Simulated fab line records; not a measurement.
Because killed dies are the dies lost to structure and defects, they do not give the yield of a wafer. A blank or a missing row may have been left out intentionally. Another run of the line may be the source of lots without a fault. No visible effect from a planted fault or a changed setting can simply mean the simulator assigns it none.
Chamber matching || flow n5Finfet || N5_BEOL_M9_ALD_74 on aldMetal-02 has 4 sister chambers
The step deposits TaN, target thk 2 nm, pulse time 2 s, purge time 3 s. 4 wafers are shown with their chamber, then 6 later ones without.

== WAFERS PAIRED WITH THEIR CHAMBERS ==
{"wafer": "L100.3", "chamber": 1, "heaterPowerW (W)": 392}
{"wafer": "L104.1", "chamber": 3, "heaterPowerW (W)": 430}
{"wafer": "L104.4", "chamber": 2, "heaterPowerW (W)": 404}
{"wafer": "L104.5", "chamber": 0, "heaterPowerW (W)": 346}

== WAFERS WITH NO CHAMBER GIVEN ==
{"wafer": "L105.1", "heaterPowerW (W)": 338}
{"wafer": "L105.4", "heaterPowerW (W)": 410}
{"wafer": "L105.5", "heaterPowerW (W)": 409}
{"wafer": "L108.1", "heaterPowerW (W)": 410}
{"wafer": "L108.5", "heaterPowerW (W)": 381}
{"wafer": "L108.6", "heaterPowerW (W)": 339}

== THE CHAMBER EACH PASSED THROUGH ==
{"wafer": "L105.1", "from the rows above": 0, "in truth": 0}
{"wafer": "L105.4", "from the rows above": "can't be placed: 2 or 1 or 3", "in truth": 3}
{"wafer": "L105.5", "from the rows above": "can't be placed: 2 or 1", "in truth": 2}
{"wafer": "L108.1", "from the rows above": "can't be placed: 2 or 1 or 3", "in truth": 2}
{"wafer": "L108.5", "from the rows above": "can't be placed: 1 or 2", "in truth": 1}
{"wafer": "L108.6", "from the rows above": 0, "in truth": 0}
Correct placement for 2 of the 6. Cannot be placed on the basis of these rows: 4; the candidates contain the true chamber in 4. Placed wrongly: 0.
How it was worked out, from the rows above alone: a wafer's distance from a chamber is the root of the sum, over the readings, of the square of ((its reading less the chamber's mean) divided by the reading's scatter). The wafer belongs to the nearest chamber; if the next one is less than 2 further off, it can't be placed. The mean given for a chamber averages the wafers shown for that chamber. The scatter (one wafer shown for each chamber): square how far every hidden wafer sits from the nearest shown wafer, average those squares and take the square root.
